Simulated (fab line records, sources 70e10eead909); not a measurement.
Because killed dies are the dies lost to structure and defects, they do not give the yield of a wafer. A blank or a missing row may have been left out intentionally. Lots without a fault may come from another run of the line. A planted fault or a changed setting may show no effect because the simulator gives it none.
A lot that was struck, set against a sound lot / flow nand harc / 14 out of 1159 route steps
Sound: these wafers, L487.3, L487.4, L487.6. Struck: wafer L475.2. (L475.3 of the same lot was not struck and is left out.) The cause comes at the end.
At each step with rows: each side's tool, then ch and its chambers, then its first start. Under that, the readings that differ: sound wafers / struck wafers / difference of the means / sigmas: that difference in standard deviations of wafers without a fault.
alike: words and numbers the same on both sides, and readings whose means are apart by under 2 such deviations; not compared: readings that were withheld, readings missing a value for some wafer, numbers with overlapping values and no deviation given by the record, and bounds like >300 which may hide the same value.
The two part at a step that has a row with sigmas, a row that says differs or no value, or rows on one side only. Non-overlapping numbers with no deviation appear without sigmas and do not part them. A reading that every wafer of one side lacks parts them only if that side has two wafers or more.

first, 1 step without rows for these wafers: NHARC_A_ONON_D1_DEP_03 (target thk 1000 nm).
NHARC_A_ONON_D1_THK_MEAS_05: measures by ellipsometry.
  sound on film metro-02, day 12 20:36; struck on film metro-01, day 10 00:14
  alike: thk nm
then NHARC_A_ONON_D1_DEP_06 (target thk 1000 nm), 1 step lacking rows for these wafers.
NHARC_A_ONON_D1_THK_MEAS_08: measures by ellipsometry.
  sound on film metro-02, day 12 21:10; struck on film metro-01, day 10 00:48
  alike: thk nm
then NHARC_A_ONON_D1_DEP_09 (target thk 1000 nm), 1 step lacking rows for these wafers.
NHARC_A_ONON_D1_THK_MEAS_11: measures by ellipsometry.
  sound on film metro-02, day 12 21:44; struck on film metro-01, day 10 01:22
  alike: thk nm
then NHARC_A_ONON_D1_DEP_12 (target thk 1000 nm), 1 step lacking rows for these wafers.
NHARC_A_ONON_D1_THK_MEAS_14: measures by ellipsometry.
  sound on film metro-01, day 12 22:19; struck on film metro-02, day 10 01:56
  alike: thk nm
then, 2 steps without rows for these wafers: NHARC_A_ONON_D1_ANNEAL_15 (time 3600 s); NHARC_A_ONON_D1_DEP_16 (target thk 1000 nm).
NHARC_A_ONON_D1_THK_MEAS_18: measures by ellipsometry.
  sound on film metro-02, day 13 04:57; struck on film metro-02, day 10 09:08
  alike: thk nm
NHARC_A_ONON_D1_DEP_19: target thk 1000 nm.
  sound on pecvd onon-02 ch 0, day 13 05:07; struck on pecvd onon-04 ch 0, day 10 09:14
reading=nh3 flow sccm (sccm); sound=503.5 503.8 502.6; struck=498.5; difference=-4.8; sigmas=-3
NHARC_A_ONON_D1_THK_MEAS_21: measures by ellipsometry.
  sound on film metro-01, day 13 05:32; struck on film metro-02, day 10 09:41
reading=thk nm (nm); sound=1001 1002 1000; struck=1506; difference=+505; sigmas=+50
then NHARC_A_ONON_D1_DEP_22 (target thk 1000 nm), 1 step lacking rows for these wafers.

== WHERE THEY PART ==
First at NHARC_A_ONON_D1_DEP_19; last, within this record, at NHARC_A_ONON_D1_THK_MEAS_21.

WHY: the cause the simulator had injected
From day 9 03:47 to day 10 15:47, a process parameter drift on pecvd onon-04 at NHARC_A_ONON_D1_DEP_19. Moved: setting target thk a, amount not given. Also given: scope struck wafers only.
